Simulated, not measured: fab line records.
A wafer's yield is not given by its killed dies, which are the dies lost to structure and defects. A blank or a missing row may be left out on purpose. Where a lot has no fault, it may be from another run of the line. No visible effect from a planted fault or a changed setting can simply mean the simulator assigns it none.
A lot that was struck, set against a sound lot | flow nandHarc | 17 out of 1159 route steps
Sound: these wafers, L715.1, L715.2, L715.5. Wafers struck: L729.1, L729.3, L729.4. The cause comes at the end.
Order at every step that has rows: each side's tool, ch and its chambers, its first start. Under that, the readings that differ: sound wafers | struck wafers | difference of the means | sigmas: that difference in standard deviations of wafers without a fault.
alike: a reading whose means differ by less than 2 such deviations, as well as words and numbers matching on both sides. not compared: withheld readings; readings where some wafer has no value; bounds like >300 that might hide an equal value; numbers whose values overlap and for which the record gives no deviation.
Wherever a step has rows on one side only, a row that says differs or no value, or a row with sigmas, the two part there. Non-overlapping numbers with no deviation appear without sigmas and do not part them. A reading missing from all wafers of one side parts the sides only when that side holds two or more wafers.

NHARC_P_GATE_CD_MEAS_46: target cd 720 nm.
  sound on cdSem-02 ch 0, day 7 10:54; struck on cdSem-03 ch 0, day 10 14:07
  alike: cdNm
then, 1 step without rows for these wafers: NHARC_P_GATE_HARDBAKE_47 (time 80 s).
NHARC_P_GATE_DESCUM_48: chemistry O2, time 3 s.
  sound on rieDiel-05 ch 1,3, day 7 11:04; struck on rieDiel-01 ch 1,2,3, day 10 14:17
reading    | sound          | struck         | difference | sigmas
rfVppV (V) | 58.9 56.7 56.7 | 60.0 59.0 59.0 | +1.9       | +2
  alike: drypumpMotorCurrentA, oesProductAu, showerheadPlenumPTorr, throttleValvePct
  not compared: rfHoursCounterH
following that, these wafers have no rows for 1 step: NHARC_P_GATE_IMPLANT_49.
NHARC_P_GATE_STRIP_111: strips in N2/H2, time 250 s.
  sound on plasmaAsher-02 ch 0,1, day 7 11:31; struck on plasmaAsher-02 ch 0,1, day 10 14:41
  alike: drypumpMotorCurrentA, heaterPowerW
  not compared: rfHoursCounterH
NHARC_P_GATE_STRIP_75: strips in O2.
  sound on plasmaAsher-02 ch 0,1, day 7 11:49; struck on plasmaAsher-02 ch 0,1, day 10 14:59
  alike: drypumpMotorCurrentA, heaterPowerW
  not compared: rfHoursCounterH
then, 6 steps without rows for these wafers: NHARC_P_GATE_STRIP_50 (strips in SPM, time 900 s); NHARC_P_GATE_DEHYDRATE_51 (time 120 s); NHARC_P_GATE_HMDS_52 (time 30 s); NHARC_P_GATE_COAT_53; NHARC_P_GATE_SOFTBAKE_54 (time 95 s); NHARC_P_GATE_EBR_55.
NHARC_P_GATE_EXPOSE_56: exposes mask P PSD, target cd 720 nm.
  sound on krfScanner-04 ch 0, day 7 12:35; struck on krfScanner-01 ch 0, day 10 15:45
reading           | sound                | struck               | difference | sigmas
exposureDoseMJCm2 | 14.844 14.818 14.820 | 16.344 16.342 16.329 | +1.511     | +89
  alike: mask
then, 2 steps without rows for these wafers: NHARC_P_GATE_PEB_57 (peb time 85 s); NHARC_P_GATE_DEVELOP_58 (time 70 s).
NHARC_P_GATE_CD_MEAS_59: target cd 720 nm.
  sound on cdSem-02 ch 0, day 7 12:44; struck on cdSem-03 ch 0, day 10 15:55
reading   | sound             | struck            | difference | sigmas
cdNm (nm) | 718.7 718.4 720.4 | 735.9 738.0 737.7 | +18.0      | +13
then, 1 step without rows for these wafers: NHARC_P_GATE_HARDBAKE_60 (time 80 s).

WHERE THEY PART
At NHARC_P_GATE_DESCUM_48 first; at NHARC_P_GATE_CD_MEAS_59 last (within this record only).

WHY: what the simulator had put in
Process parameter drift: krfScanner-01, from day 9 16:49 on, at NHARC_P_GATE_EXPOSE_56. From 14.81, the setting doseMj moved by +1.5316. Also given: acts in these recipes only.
